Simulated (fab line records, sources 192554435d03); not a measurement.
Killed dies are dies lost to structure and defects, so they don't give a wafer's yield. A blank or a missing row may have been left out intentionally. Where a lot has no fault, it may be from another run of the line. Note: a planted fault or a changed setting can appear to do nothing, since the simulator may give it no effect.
Which of the tools did it?    flow n5Finfet    Sampling: 24 lots, 72 wafers, 4 of 1938 route steps

## WHAT EACH GAUGE READ, for each wafer
N5_PMOS_HMC_CHANNEL_EPI_INSPECT_30: inspects for defects (darkfield). Usual: rawDefectCount 18, standard deviation 6.1.
lot   measured     on                rawDefectCount  flag
L074  day 1 20:58  defectInspect-02  25 11 19        
L075  day 2 04:04  defectInspect-02  21 23 30        
L076  day 2 07:49  defectInspect-02  18 12 16        
L077  day 2 15:46  defectInspect-01  34 14 23        
L078  day 2 20:19  defectInspect-02  24 24 24        
L079  day 3 02:29  defectInspect-01  16 13 13        
L080  day 3 08:41  defectInspect-01  17 29 14        
L081  day 3 14:41  defectInspect-01  10 17 29        
L082  day 3 21:37  defectInspect-01  6 18 12         
L083  day 4 02:59  defectInspect-01  15 20 25        
L084  day 4 08:52  defectInspect-02  23 18 19        
L085  day 4 14:26  defectInspect-01  13 23 13        
L086  day 4 20:20  defectInspect-01  12 14 23        
L087  day 5 02:47  defectInspect-02  36 11 34        
L088  day 5 08:58  defectInspect-02  22 19 24        
L089  day 5 14:52  defectInspect-01  15 22 9         
L090  day 5 20:28  defectInspect-02  21 19 11        
L091  day 6 02:23  defectInspect-01  25 25 23        
L092  day 6 08:20  defectInspect-01  15 13 19        
L093  day 6 14:25  defectInspect-02  17 21 30        
L094  day 6 20:24  defectInspect-01  16 17 16        
L095  day 7 02:33  defectInspect-02  16 20 16        
L096  day 7 09:04  defectInspect-02  8 16 13         
L097  day 7 14:09  defectInspect-01  14 18 14        

N5_FIN_SAQP_CD_MEAS_16: target cd 35.6 nm. Usual: cdNm 35.7 nm, standard deviation 0.31.
lot   measured     on        cdNm (nm)       flag
L074  day 1 22:20  cdSem-02  35.9 36.3 35.6  
L075  day 2 05:20  cdSem-01  35.5 35.5 35.9  
L076  day 2 09:14  cdSem-01  35.9 36.0 35.6  
L077  day 2 17:24  cdSem-01  35.9 36.0 35.5  
L078  day 2 21:43  cdSem-02  35.6 35.7 35.4  
L079  day 3 04:43  cdSem-01  35.8 35.6 35.7  
L080  day 3 10:34  cdSem-03  36.0 36.1 36.4  
L081  day 3 16:05  cdSem-01  35.4 36.3 35.7  
L082  day 3 22:50  cdSem-02  35.3 36.4 35.9  
L083  day 4 04:25  cdSem-01  35.5 35.6 35.8  
L084  day 4 10:16  cdSem-01  35.5 35.2 35.4  
L085  day 4 16:05  cdSem-03  36.1 35.5 36.6  
L086  day 4 21:39  cdSem-01  35.6 35.2 35.5  
L087  day 5 05:26  cdSem-01  35.8 35.8 36.0  
L088  day 5 10:13  cdSem-03  35.5 34.8 35.2  
L089  day 5 16:10  cdSem-02  35.9 35.6 35.9  
L090  day 5 21:50  cdSem-01  35.3 35.5 35.3  
L091  day 6 03:35  cdSem-01  35.9 35.6 35.7  
L092  day 6 09:46  cdSem-03  35.6 36.1 35.8  
L093  day 6 15:48  cdSem-01  36.2 35.6 35.5  
L094  day 6 21:35  cdSem-02  35.7 35.7 35.8  
L095  day 7 03:54  cdSem-02  35.6 35.4 35.7  
L096  day 7 10:20  cdSem-03  35.6 35.9 35.9  
L097  day 7 15:20  cdSem-02  36.0 36.1 36.1  

## EACH LOT AND THE TOOL THAT RAN IT (in order: tool; ch and the chambers of the sampled wafers; start)
lot   N5_WELL_APT_EPI_41             N5_FIN_SAQP_PECVD_47
L074  epiRpcvd-04 ch 0, day 1 16:34  pecvd-01 ch 0,1,2, day 1 21:48
L075  epiRpcvd-02 ch 0, day 1 23:56  pecvd-01 ch 0,1,2, day 2 04:46
L076  epiRpcvd-03 ch 0, day 2 03:55  pecvd-01 ch 0,2, day 2 08:33
L077  epiRpcvd-02 ch 0, day 2 11:51  pecvd-01 ch 0,1,2, day 2 16:52
L078  epiRpcvd-04 ch 0, day 2 16:18  pecvd-03 ch 0,1, day 2 21:00
L079  epiRpcvd-03 ch 0, day 2 22:38  pecvd-02 ch 0,1,2, day 3 04:04
L080  epiRpcvd-02 ch 0, day 3 04:51  pecvd-03 ch 1,2, day 3 09:54
L081  epiRpcvd-02 ch 0, day 3 10:54  pecvd-03 ch 0,2, day 3 15:28
L082  epiRpcvd-04 ch 0, day 3 17:34  pecvd-02 ch 0,1,2, day 3 22:18
L083  epiRpcvd-02 ch 0, day 3 23:02  pecvd-01 ch 0,1,2, day 4 03:53
L084  epiRpcvd-04 ch 0, day 4 04:40  pecvd-02 ch 0,2, day 4 09:44
L085  epiRpcvd-02 ch 0, day 4 10:05  pecvd-01 ch 0,2, day 4 15:26
L086  epiRpcvd-04 ch 0, day 4 15:59  pecvd-03 ch 0,1,2, day 4 21:00
L087  epiRpcvd-03 ch 0, day 4 22:11  pecvd-03 ch 1,2, day 5 04:46
L088  epiRpcvd-03 ch 0, day 5 04:53  pecvd-03 ch 0,1, day 5 09:41
L089  epiRpcvd-02 ch 0, day 5 10:32  pecvd-03 ch 0,1, day 5 15:38
L090  epiRpcvd-04 ch 0, day 5 16:39  pecvd-02 ch 0,1,2, day 5 21:20
L091  epiRpcvd-03 ch 0, day 5 22:04  pecvd-01 ch 1,2, day 6 03:04
L092  epiRpcvd-02 ch 0, day 6 04:15  pecvd-01 ch 0,1,2, day 6 09:07
L093  epiRpcvd-04 ch 0, day 6 10:27  pecvd-01 ch 0,2, day 6 15:08
L094  epiRpcvd-02 ch 0, day 6 16:13  pecvd-02 ch 0,1,2, day 6 21:04
L095  epiRpcvd-04 ch 0, day 6 22:20  pecvd-02 ch 0,2, day 7 03:14
L096  epiRpcvd-02 ch 0, day 7 04:01  pecvd-01 ch 1,2, day 7 09:44
L097  epiRpcvd-04 ch 0, day 7 09:49  pecvd-01 ch 1,2, day 7 14:49
- N5_WELL_APT_EPI_41: deposits Si from SiH4/H2, target thk 50 nm, time 297.7 s.
- N5_FIN_SAQP_PECVD_47: deposits a-Si from SiH4/He, target thk 45 nm, time 36.3 s.

## WHAT THE TOOLS THEMSELVES READ (means of the sampled wafers that have a number; where no wafer has one, the mark that the record gives instead)
N5_WELL_APT_EPI_41. Usual: throttleValvePct 11.2 %, standard deviation 0.43.
lot   tool         throttleValvePct (%)  flag
L074  epiRpcvd-04  11.8                  
L075  epiRpcvd-02  11.0                  
L076  epiRpcvd-03  10.7                  
L077  epiRpcvd-02  11.0                  
L078  epiRpcvd-04  11.8                  
L079  epiRpcvd-03  10.8                  
L080  epiRpcvd-02  10.9                  
L081  epiRpcvd-02  10.9                  
L082  epiRpcvd-04  11.8                  
L083  epiRpcvd-02  11.1                  
L084  epiRpcvd-04  11.6                  
L085  epiRpcvd-02  10.9                  
L086  epiRpcvd-04  11.8                  
L087  epiRpcvd-03  10.7                  
L088  epiRpcvd-03  10.8                  
L089  epiRpcvd-02  11.0                  
L090  epiRpcvd-04  11.8                  
L091  epiRpcvd-03  11.0                  
L092  epiRpcvd-02  11.1                  
L093  epiRpcvd-04  11.6                  
L094  epiRpcvd-02  10.9                  
L095  epiRpcvd-04  11.8                  
L096  epiRpcvd-02  11.0                  
L097  epiRpcvd-04  11.9                  

N5_FIN_SAQP_PECVD_47. Usual: heaterPowerOuterW 524 W, standard deviation 52; heaterPowerW 851 W, standard deviation 93; showerheadPlenumPTorr 5.65 Torr, standard deviation 0.06; showerheadVppV 630 V, standard deviation 46; throttleValvePct 17.6 %, standard deviation 0.63.
lot   tool      heaterPowerOuterW (W)  heaterPowerW (W)  showerheadPlenumPTorr (Torr)  showerheadVppV (V)  throttleValvePct (%)  flag
L074  pecvd-01  528                    846               5.66                          610                 17.5                  
L075  pecvd-01  450                    742               5.67                          617                 17.6                  
L076  pecvd-01  537                    834               5.66                          590                 17.2                  
L077  pecvd-01  533                    837               5.66                          612                 17.6                  
L078  pecvd-03  536                    889               5.64                          613                 17.7                  
L079  pecvd-02  556                    900               5.69                          646                 17.6                  
L080  pecvd-03  524                    897               5.57                          657                 17.4                  
L081  pecvd-03  543                    885               5.56                          665                 17.3                  
L082  pecvd-02  537                    881               5.69                          643                 17.8                  
L083  pecvd-01  540                    865               5.66                          610                 17.4                  
L084  pecvd-02  527                    874               5.70                          645                 17.5                  
L085  pecvd-01  549                    878               5.70                          564                 16.9                  
L086  pecvd-03  546                    877               5.60                          649                 17.5                  
L087  pecvd-03  527                    909               5.58                          662                 17.5                  
L088  pecvd-03  539                    847               5.63                          622                 17.8                  
L089  pecvd-03  527                    827               5.63                          623                 17.7                  
L090  pecvd-02  505                    847               5.68                          648                 17.8                  
L091  pecvd-01  467                    748               5.62                          631                 17.9                  
L092  pecvd-01  504                    800               5.66                          613                 17.5                  
L093  pecvd-01  517                    811               5.66                          585                 17.2                  
L094  pecvd-02  522                    887               5.68                          644                 17.8                  
L095  pecvd-02  576                    970               5.68                          652                 17.9                  
L096  pecvd-01  494                    811               5.62                          662                 18.1                  
L097  pecvd-01  476                    762               5.60                          631                 18.1                  

## THE ANSWER, worked out from the rows above alone
Rule: a lot is off if the mean of its wafers that have a number lies more than 3 standard deviations from the usual mean. Also off: a lot with no number at a reading for which 4 or more lots have one. All remaining lots with rows at the step are treated as sound. Order of review: gauges by route order, followed by the tools' own readings, for which a lot's mean as printed above is used. The first step at which some lot is off is used, and at that step the reading that is off furthest; a lot without a number counts as furthest.
Nothing can be told from this: no lot is off at any reading shown.

## WHAT THE SIMULATOR HAD INSERTED
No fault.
